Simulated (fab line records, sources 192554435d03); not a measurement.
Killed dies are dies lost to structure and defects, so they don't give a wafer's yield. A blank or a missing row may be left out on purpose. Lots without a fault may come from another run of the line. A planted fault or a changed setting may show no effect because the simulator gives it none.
Which tool did it? | flow n5_finfet | 22 lots, 66 wafers sampled, at 6 steps of a route of 1938

WHAT THE GAUGES READ, wafer by wafer
The record holds no reading of a measuring or inspecting step that can be judged against a usual standard deviation.

WHICH TOOL RAN EACH LOT (tool, then ch and the chambers of the sampled wafers, then the start)
lot  | N5_BEOL_M4_DESCUM_33               | N5_BEOL_M4_ETCH_69                 | N5_BEOL_M4_ALD_84                   | N5_BEOL_M4_SPUTTER_79        | N5_BEOL_M4_ANNEAL_89         | N5_BEOL_M4_CMP_52
L074 | rie_diel-05 ch 0,3, day 7 11:46    | rie_diel-05 ch 0,3, day 7 11:49    | ald_metal-01 ch 0,1, day 7 13:53    | pvd_sputter-03, day 7 16:01  | pvd_sputter-03, day 7 16:46  | cmp-01 ch 0,3, day 7 18:47
L075 | rie_diel-03 ch 0,2,3, day 7 19:37  | rie_diel-03 ch 0,2,3, day 7 19:40  | ald_metal-01 ch 2,3, day 7 22:24    | pvd_sputter-03, day 7 23:07  | pvd_sputter-03, day 7 23:51  | cmp-03 ch 0,1,3, day 8 01:13
L076 | rie_diel-01 ch 0,1, day 8 02:57    | rie_diel-01 ch 0,1, day 8 03:00    | ald_metal-02 ch 0,2,3, day 8 07:38  | pvd_sputter-03, day 8 08:55  | pvd_sputter-03, day 8 09:39  | cmp-03 ch 2,3, day 8 10:59
L077 | rie_diel-01 ch 1,3, day 8 13:02    | rie_diel-01 ch 1,3, day 8 13:05    | ald_metal-01 ch 1,2, day 8 16:48    | pvd_sputter-02, day 8 17:47  | pvd_sputter-02, day 8 18:32  | cmp-03 ch 1,2,3, day 8 19:52
L078 | rie_diel-05 ch 2,3, day 8 13:51    | rie_diel-05 ch 2,3, day 8 13:54    | ald_metal-02 ch 0,2, day 8 16:59    | pvd_sputter-03, day 8 17:56  | pvd_sputter-03, day 8 18:40  | cmp-04 ch 0,1, day 8 20:01
L079 | rie_diel-01 ch 2,3, day 8 16:49    | rie_diel-01 ch 2,3, day 8 16:52    | ald_metal-02 ch 0,1,3, day 8 20:14  | pvd_sputter-02, day 8 21:09  | pvd_sputter-02, day 8 21:53  | cmp-04 ch 0,2, day 8 23:13
L081 | rie_diel-03 ch 0,1,3, day 9 20:59  | rie_diel-03 ch 0,1,3, day 9 21:02  | ald_metal-01 ch 0,1, day 10 00:28   | pvd_sputter-01, day 10 01:25 | pvd_sputter-01, day 10 02:53 | cmp-04 ch 1,2,3, day 10 05:04
L083 | rie_diel-03 ch 0,2,3, day 9 22:52  | rie_diel-03 ch 0,2,3, day 9 22:55  | ald_metal-03 ch 0,1,3, day 10 05:40 | pvd_sputter-02, day 10 06:46 | pvd_sputter-02, day 10 07:30 | cmp-01 ch 0,2,3, day 10 08:48
L082 | rie_diel-01 ch 1,2,3, day 10 07:02 | rie_diel-01 ch 1,2,3, day 10 07:05 | ald_metal-03 ch 0,2, day 10 15:54   | pvd_sputter-02, day 10 18:16 | pvd_sputter-02, day 10 19:00 | cmp-04 ch 0,1,2, day 10 20:32
L084 | rie_diel-05 ch 0,2,3, day 10 20:49 | rie_diel-05 ch 0,2,3, day 10 20:53 | ald_metal-02 ch 1,2, day 11 08:00   | pvd_sputter-01, day 11 08:45 | pvd_sputter-01, day 11 09:29 | cmp-01 ch 0,1, day 11 10:47
L085 | rie_diel-03 ch 1,3, day 11 02:10   | rie_diel-03 ch 1,3, day 11 02:13   | ald_metal-02 ch 1,2, day 11 08:31   | pvd_sputter-02, day 11 09:20 | pvd_sputter-02, day 11 10:04 | cmp-03 ch 0,1,3, day 11 11:27
L086 | rie_diel-05 ch 0,1,3, day 11 05:08 | rie_diel-05 ch 0,1,3, day 11 05:11 | ald_metal-01 ch 0,2,3, day 11 08:39 | pvd_sputter-01, day 11 10:35 | pvd_sputter-01, day 11 11:20 | cmp-04 ch 0,1,2, day 11 12:38
L087 | rie_diel-03 ch 0,1, day 11 05:21   | rie_diel-03 ch 0,1, day 11 05:24   | ald_metal-01 ch 1,2, day 11 13:20   | pvd_sputter-02, day 11 14:23 | pvd_sputter-02, day 11 15:08 | cmp-03 ch 0,1, day 11 16:25
L088 | rie_diel-05 ch 1,3, day 11 08:01   | rie_diel-05 ch 1,3, day 11 08:04   | ald_metal-03 ch 0,2,3, day 11 14:56 | pvd_sputter-02, day 11 16:14 | pvd_sputter-02, day 11 16:58 | cmp-04 ch 1,3, day 11 18:18
L089 | rie_diel-03 ch 2,3, day 11 10:11   | rie_diel-03 ch 2,3, day 11 10:14   | ald_metal-01 ch 0,1,2, day 11 14:44 | pvd_sputter-03, day 11 15:26 | pvd_sputter-03, day 11 16:10 | cmp-04 ch 1,2, day 11 17:30
L090 | rie_diel-05 ch 0,3, day 11 14:01   | rie_diel-05 ch 0,3, day 11 14:04   | ald_metal-01 ch 1,2, day 11 18:35   | pvd_sputter-01, day 11 20:02 | pvd_sputter-01, day 11 20:46 | cmp-04 ch 0,2,3, day 11 22:08
L091 | rie_diel-01 ch 0,3, day 11 20:20   | rie_diel-01 ch 0,3, day 11 20:24   | ald_metal-01 ch 2,3, day 12 15:46   | pvd_sputter-03, day 12 16:44 | pvd_sputter-03, day 12 17:28 | cmp-01 ch 0,1, day 12 18:48
L092 | rie_diel-01 ch 0,2,3, day 12 15:05 | rie_diel-01 ch 0,2,3, day 12 15:08 | ald_metal-02 ch 0,1, day 12 16:52   | pvd_sputter-01, day 12 17:32 | pvd_sputter-01, day 12 18:17 | cmp-01 ch 0,1,2, day 12 19:37
L093 | rie_diel-01 ch 0,2,3, day 12 16:48 | rie_diel-01 ch 0,2,3, day 12 16:51 | ald_metal-02 ch 0,2,3, day 12 20:19 | pvd_sputter-01, day 12 21:12 | pvd_sputter-01, day 12 21:56 | cmp-04 ch 0,2, day 12 23:16
L094 | rie_diel-03 ch 1,3, day 13 03:01   | rie_diel-03 ch 1,3, day 13 03:05   | ald_metal-02 ch 0,2, day 13 18:50   | pvd_sputter-01, day 13 19:40 | pvd_sputter-01, day 13 20:24 | cmp-01 ch 2,3, day 13 21:45
L095 | rie_diel-03 ch 0,2,3, day 13 10:13 | rie_diel-03 ch 0,2,3, day 13 10:16 | ald_metal-03 ch 1,2, day 13 18:56   | pvd_sputter-03, day 13 19:47 | pvd_sputter-03, day 13 20:32 | cmp-03 ch 0,1,2, day 13 21:49
L096 | rie_diel-01 ch 1,2,3, day 13 11:40 | rie_diel-01 ch 1,2,3, day 13 11:43 | ald_metal-01 ch 1,2,3, day 13 19:05 | pvd_sputter-02, day 13 19:58 | pvd_sputter-02, day 13 20:43 | cmp-04 ch 1,2,3, day 13 23:22
- N5_BEOL_M4_DESCUM_33: chemistry O2, time 7 s.
- N5_BEOL_M4_ETCH_69: etches SiARC in CF4, target depth 15.6 nm, time 26 s.
- N5_BEOL_M4_ALD_84: deposits TaN, pulse time 2 s, purge time 3 s, co reactant purge time 2 s.
- N5_BEOL_M4_SPUTTER_79: material Cu, target thk 4.5 nm, time 8.29 s.
- N5_BEOL_M4_ANNEAL_89: time 240 s.
- N5_BEOL_M4_CMP_52: polishes, stops on SiOC, t overpolish 6.8 s, target thk 40 nm.

WHAT THE TOOLS THEMSELVES READ (means of the sampled wafers that have a number; where no wafer has one, the mark that the record gives instead)
N5_BEOL_M4_DESCUM_33. Usual: drypump_motor_current_A 5.6 A, standard deviation 0.42; oes_product_au 0.82 a.u., standard deviation 0.088; rf_vpp_V 243.5 V, standard deviation 1.5; showerhead_plenum_p_Torr 2.13 Torr, standard deviation 0.083; temp_c 40.00 C, standard deviation 0.11; throttle_valve_pct 20.46 %, standard deviation 0.27.
lot  | tool        | drypump_motor_current_A (A) | oes_product_au (a.u.) | rf_vpp_V (V) | showerhead_plenum_p_Torr (Torr) | temp_c (C) | throttle_valve_pct (%) | flag
L074 | rie_diel-05 | 5.2                         | 0.92                  | 244.1        | 2.12                            | 39.92      | 20.11                  |
L075 | rie_diel-03 | 5.6                         | 0.81                  | 244.7        | 2.14                            | 40.02      | 20.46                  |
L076 | rie_diel-01 | 5.5                         | 0.87                  | 243.9        | 2.15                            | 39.89      | 20.58                  |
L077 | rie_diel-01 | 5.4                         | 0.74                  | 243.5        | 2.13                            | 40.01      | 20.46                  |
L078 | rie_diel-05 | 6.1                         | 0.83                  | 242.5        | 2.07                            | 39.87      | 20.25                  |
L079 | rie_diel-01 | 5.6                         | 0.86                  | 243.9        | 2.17                            | 39.92      | 20.41                  |
L081 | rie_diel-03 | 5.3                         | 0.81                  | 243.8        | 2.13                            | 40.01      | 20.47                  |
L083 | rie_diel-03 | 5.6                         | 0.80                  | 244.2        | 2.13                            | 39.99      | 20.48                  |
L082 | rie_diel-01 | 5.5                         | 0.79                  | 242.9        | 2.18                            | 40.07      | 20.62                  |
L084 | rie_diel-05 | 5.6                         | 0.79                  | 242.2        | 2.09                            | 40.00      | 20.31                  |
L085 | rie_diel-03 | 5.1                         | 0.86                  | 244.9        | 2.20                            | 40.10      | 20.25                  |
L086 | rie_diel-05 | 5.5                         | 0.82                  | 242.8        | 2.08                            | 39.99      | 20.33                  |
L087 | rie_diel-03 | 5.3                         | 0.78                  | 241.2        | 2.05                            | 40.00      | 20.63                  |
L088 | rie_diel-05 | 5.8                         | 0.80                  | 241.5        | 2.05                            | 39.92      | 20.50                  |
L089 | rie_diel-03 | 5.6                         | 0.79                  | 244.5        | 2.21                            | 40.01      | 20.37                  |
L090 | rie_diel-05 | 5.2                         | 0.85                  | 243.4        | 2.11                            | 39.97      | 20.15                  |
L091 | rie_diel-01 | 5.7                         | 0.83                  | 244.3        | 2.13                            | 40.02      | 20.41                  |
L092 | rie_diel-01 | 5.8                         | 0.85                  | 244.0        | 2.17                            | 39.98      | 20.52                  |
L093 | rie_diel-01 | 5.7                         | 0.84                  | 243.6        | 2.17                            | 40.05      | 20.51                  |
L094 | rie_diel-03 | 5.3                         | 0.80                  | 244.2        | 2.19                            | 40.03      | 20.37                  |
L095 | rie_diel-03 | 5.6                         | 0.76                  | 243.4        | 2.12                            | 39.99      | 20.52                  |
L096 | rie_diel-01 | 5.5                         | 0.85                  | 243.7        | 2.17                            | 40.20      | 20.50                  |

N5_BEOL_M4_ETCH_69. Usual: drypump_motor_current_A 5.6 A, standard deviation 0.41; etch_rf_on_time_s 26.1 s, standard deviation 0.83; oes_product_au 0.70 a.u., standard deviation 0.076; rf_vpp_V 184.4 V, standard deviation 1.2; showerhead_plenum_p_Torr 2.18 Torr, standard deviation 0.079; throttle_valve_pct 15.59 %, standard deviation 0.25.
lot  | tool        | drypump_motor_current_A (A) | etch_rf_on_time_s (s) | oes_product_au (a.u.) | rf_vpp_V (V) | showerhead_plenum_p_Torr (Torr) | throttle_valve_pct (%) | flag
L074 | rie_diel-05 | 5.2                         | 25.8                  | 0.77                  | 184.3        | 2.17                            | 15.27                  |
L075 | rie_diel-03 | 5.7                         | 26.6                  | 0.68                  | 184.4        | 2.19                            | 15.60                  |
L076 | rie_diel-01 | 5.5                         | 26.4                  | 0.73                  | 184.4        | 2.20                            | 15.68                  |
L077 | rie_diel-01 | 5.4                         | 26.2                  | 0.64                  | 184.4        | 2.17                            | 15.57                  |
L078 | rie_diel-05 | 6.1                         | 26.0                  | 0.71                  | 183.9        | 2.11                            | 15.40                  |
L079 | rie_diel-01 | 5.7                         | 26.4                  | 0.72                  | 184.2        | 2.19                            | 15.44                  |
L081 | rie_diel-03 | 5.3                         | 26.3                  | 0.69                  | 184.1        | 2.19                            | 15.68                  |
L083 | rie_diel-03 | 5.6                         | 26.5                  | 0.67                  | 184.6        | 2.18                            | 15.64                  |
L082 | rie_diel-01 | 5.5                         | 25.9                  | 0.68                  | 184.9        | 2.21                            | 15.68                  |
L084 | rie_diel-05 | 5.6                         | 26.2                  | 0.68                  | 183.7        | 2.13                            | 15.50                  |
L085 | rie_diel-03 | 5.1                         | 26.0                  | 0.73                  | 186.7        | 2.27                            | 15.51                  |
L086 | rie_diel-05 | 5.5                         | 26.3                  | 0.70                  | 183.6        | 2.12                            | 15.46                  |
L087 | rie_diel-03 | 5.3                         | 26.3                  | 0.66                  | 183.7        | 2.12                            | 15.87                  |
L088 | rie_diel-05 | 5.8                         | 26.5                  | 0.68                  | 183.2        | 2.08                            | 15.57                  |
L089 | rie_diel-03 | 5.6                         | 26.6                  | 0.68                  | 184.7        | 2.25                            | 15.49                  |
L090 | rie_diel-05 | 5.2                         | 26.2                  | 0.72                  | 183.4        | 2.16                            | 15.34                  |
L091 | rie_diel-01 | 5.7                         | 26.3                  | 0.71                  | 183.9        | 2.17                            | 15.51                  |
L092 | rie_diel-01 | 5.7                         | 25.9                  | 0.72                  | 183.9        | 2.20                            | 15.55                  |
L093 | rie_diel-01 | 5.7                         | 26.2                  | 0.71                  | 184.8        | 2.20                            | 15.56                  |
L094 | rie_diel-03 | 5.3                         | 26.5                  | 0.68                  | 184.4        | 2.24                            | 15.58                  |
L095 | rie_diel-03 | 5.6                         | 26.4                  | 0.65                  | 184.2        | 2.17                            | 15.69                  |
L096 | rie_diel-01 | 5.5                         | 25.6                  | 0.74                  | 184.9        | 2.20                            | 15.56                  |

N5_BEOL_M4_ALD_84. Usual: heater_power_w 420 W, standard deviation 49; susceptor_temp_C 274.99 C, standard deviation 0.21.
lot  | tool         | heater_power_w (W) | susceptor_temp_C (C) | flag
L074 | ald_metal-01 | 413                | 274.78               |
L075 | ald_metal-01 | 432                | 274.98               |
L076 | ald_metal-02 | 421                | 274.98               |
L077 | ald_metal-01 | 462                | 275.00               |
L078 | ald_metal-02 | 435                | 274.99               |
L079 | ald_metal-02 | 436                | 275.02               |
L081 | ald_metal-01 | 418                | 275.13               |
L083 | ald_metal-03 | 445                | 274.94               |
L082 | ald_metal-03 | 344                | 274.86               |
L084 | ald_metal-02 | 416                | 275.15               |
L085 | ald_metal-02 | 417                | 274.79               |
L086 | ald_metal-01 | 402                | 275.02               |
L087 | ald_metal-01 | 460                | 275.12               |
L088 | ald_metal-03 | 392                | 274.71               |
L089 | ald_metal-01 | 420                | 274.75               |
L090 | ald_metal-01 | 456                | 275.17               |
L091 | ald_metal-01 | 430                | 275.14               |
L092 | ald_metal-02 | 457                | 274.83               |
L093 | ald_metal-02 | 420                | 275.11               |
L094 | ald_metal-02 | 433                | 274.97               |
L095 | ald_metal-03 | 429                | 274.90               |
L096 | ald_metal-01 | 430                | 275.11               |

N5_BEOL_M4_SPUTTER_79. Usual: susceptor_temp_C -19.99 C, standard deviation 0.1; throttle_valve_pct 29.9 %, standard deviation 1.1.
lot  | tool           | susceptor_temp_C (C) | throttle_valve_pct (%) | flag
L074 | pvd_sputter-03 | -19.92               | 30.7                   |
L075 | pvd_sputter-03 | -19.99               | 28.6                   |
L076 | pvd_sputter-03 | -20.01               | 28.9                   |
L077 | pvd_sputter-02 | -19.96               | 29.9                   |
L078 | pvd_sputter-03 | -19.99               | 30.6                   |
L079 | pvd_sputter-02 | -19.90               | 29.9                   |
L081 | pvd_sputter-01 | -19.90               | 29.9                   |
L083 | pvd_sputter-02 | -20.08               | 29.5                   |
L082 | pvd_sputter-02 | -20.04               | 29.9                   |
L084 | pvd_sputter-01 | -20.04               | 30.2                   |
L085 | pvd_sputter-02 | -20.02               | 30.2                   |
L086 | pvd_sputter-01 | -20.01               | 29.8                   |
L087 | pvd_sputter-02 | -20.04               | 30.3                   |
L088 | pvd_sputter-02 | -19.91               | 29.4                   |
L089 | pvd_sputter-03 | -20.05               | 29.9                   |
L090 | pvd_sputter-01 | -20.12               | 30.3                   |
L091 | pvd_sputter-03 | -19.95               | 29.7                   |
L092 | pvd_sputter-01 | -19.99               | 30.5                   |
L093 | pvd_sputter-01 | -20.03               | 30.7                   |
L094 | pvd_sputter-01 | -19.94               | 29.7                   |
L095 | pvd_sputter-03 | -19.97               | 31.0                   |
L096 | pvd_sputter-02 | -19.98               | 29.4                   |

N5_BEOL_M4_ANNEAL_89. Usual: heater_power_w 804 W, standard deviation 86; susceptor_temp_C 399.96 C, standard deviation 0.22; susceptor_temp_C_max 400.9, standard deviation 0.34.
lot  | tool           | heater_power_w (W) | susceptor_temp_C (C) | susceptor_temp_C_max | flag
L074 | pvd_sputter-03 | 708                | 400.08               | 400.9                |
L075 | pvd_sputter-03 | 772                | 400.17               | 401.3                |
L076 | pvd_sputter-03 | 808                | 400.20               | 401.3                |
L077 | pvd_sputter-02 | 796                | 400.17               | 401.1                |
L078 | pvd_sputter-03 | 799                | 400.08               | 400.8                |
L079 | pvd_sputter-02 | 794                | 400.04               | 400.9                |
L081 | pvd_sputter-01 | 768                | 400.07               | 400.9                |
L083 | pvd_sputter-02 | 846                | 400.10               | 400.9                |
L082 | pvd_sputter-02 | 803                | 399.69               | 400.5                |
L084 | pvd_sputter-01 | 823                | 400.01               | 400.9                |
L085 | pvd_sputter-02 | 792                | 400.02               | 400.8                |
L086 | pvd_sputter-01 | 810                | 399.86               | 400.8                |
L087 | pvd_sputter-02 | 771                | 400.04               | 401.0                |
L088 | pvd_sputter-02 | 837                | 399.70               | 400.5                |
L089 | pvd_sputter-03 | 722                | 400.01               | 401.0                |
L090 | pvd_sputter-01 | 859                | 399.90               | 400.9                |
L091 | pvd_sputter-03 | 778                | 399.99               | 400.8                |
L092 | pvd_sputter-01 | 901                | 399.70               | 400.7                |
L093 | pvd_sputter-01 | 859                | 399.81               | 400.6                |
L094 | pvd_sputter-01 | 807                | 400.00               | 401.0                |
L095 | pvd_sputter-03 | 747                | 400.14               | 401.0                |
L096 | pvd_sputter-02 | 843                | 399.74               | 400.6                |

N5_BEOL_M4_CMP_52. Usual: barrier_field_endpoint_s 24.9 s, standard deviation 0.8; motor_current_A 6.1 A, standard deviation 0.72; overpolish_run_s 6.800 s, standard deviation 0.008; retaining_ring_pressure_frac 1.000, standard deviation 0.0046; time_to_endpoint_s 63 s, standard deviation 4.
lot  | tool   | barrier_field_endpoint_s (s) | motor_current_A (A) | overpolish_run_s (s) | retaining_ring_pressure_frac | time_to_endpoint_s (s) | flag
L074 | cmp-01 | 24.5                         | 6.1                 | 6.797                | 0.997                        | 60                     |
L075 | cmp-03 | 24.7                         | 5.6                 | 6.802                | 0.998                        | 64                     |
L076 | cmp-03 | 23.8                         | 6.7                 | 6.800                | 1.000                        | 60                     |
L077 | cmp-03 | 24.9                         | 6.2                 | 6.808                | 1.002                        | 62                     |
L078 | cmp-04 | 24.5                         | 6.1                 | 6.800                | 0.999                        | 61                     |
L079 | cmp-04 | 24.1                         | 6.3                 | 6.797                | 1.003                        | 63                     |
L081 | cmp-04 | 25.6                         | 6.3                 | 6.811                | 1.002                        | 64                     |
L083 | cmp-01 | 24.2                         | 5.8                 | 6.803                | 1.001                        | 56                     |
L082 | cmp-04 | 25.2                         | 6.3                 | 6.809                | 1.001                        | 65                     |
L084 | cmp-01 | 24.0                         | 5.5                 | 6.797                | 1.003                        | 62                     |
L085 | cmp-03 | 24.5                         | 5.7                 | 6.802                | 0.998                        | 62                     |
L086 | cmp-04 | 25.5                         | 6.2                 | 6.809                | 1.002                        | 67                     |
L087 | cmp-03 | 25.2                         | 5.7                 | 6.802                | 0.995                        | 66                     |
L088 | cmp-04 | 26.4                         | 6.2                 | 6.800                | 0.996                        | 70                     |
L089 | cmp-04 | 25.4                         | 6.8                 | 6.806                | 1.006                        | 67                     |
L090 | cmp-04 | 25.3                         | 6.1                 | 6.796                | 0.999                        | 67                     |
L091 | cmp-01 | 25.9                         | 5.4                 | 6.802                | 0.997                        | 69                     |
L092 | cmp-01 | 25.0                         | 5.5                 | 6.797                | 1.001                        | 61                     |
L093 | cmp-04 | 25.4                         | 6.0                 | 6.805                | 1.000                        | 64                     |
L094 | cmp-01 | 24.5                         | 5.6                 | 6.798                | 0.995                        | 61                     |
L095 | cmp-03 | 25.8                         | 6.6                 | 6.798                | 0.999                        | 67                     |
L096 | cmp-04 | 24.5                         | 6.2                 | 6.808                | 0.999                        | 64                     |

THE ANSWER, worked out from the rows above alone
Rule: a lot is off if the mean of its wafers that have a number lies more than 3 standard deviations from the usual mean. A lot without any number at a reading at which 4 lots or more have one is off too. The other lots that the step has rows for count as sound. The gauges are gone through in route order, then the tools' own readings, and for those a lot's mean is taken as printed above. The first step at which some lot is off is used, and at that step the reading that is off furthest; a lot without a number counts as furthest.
No lot is off at any reading shown: from this, nothing can be told.

WHAT THE SIMULATOR HAD PUT IN
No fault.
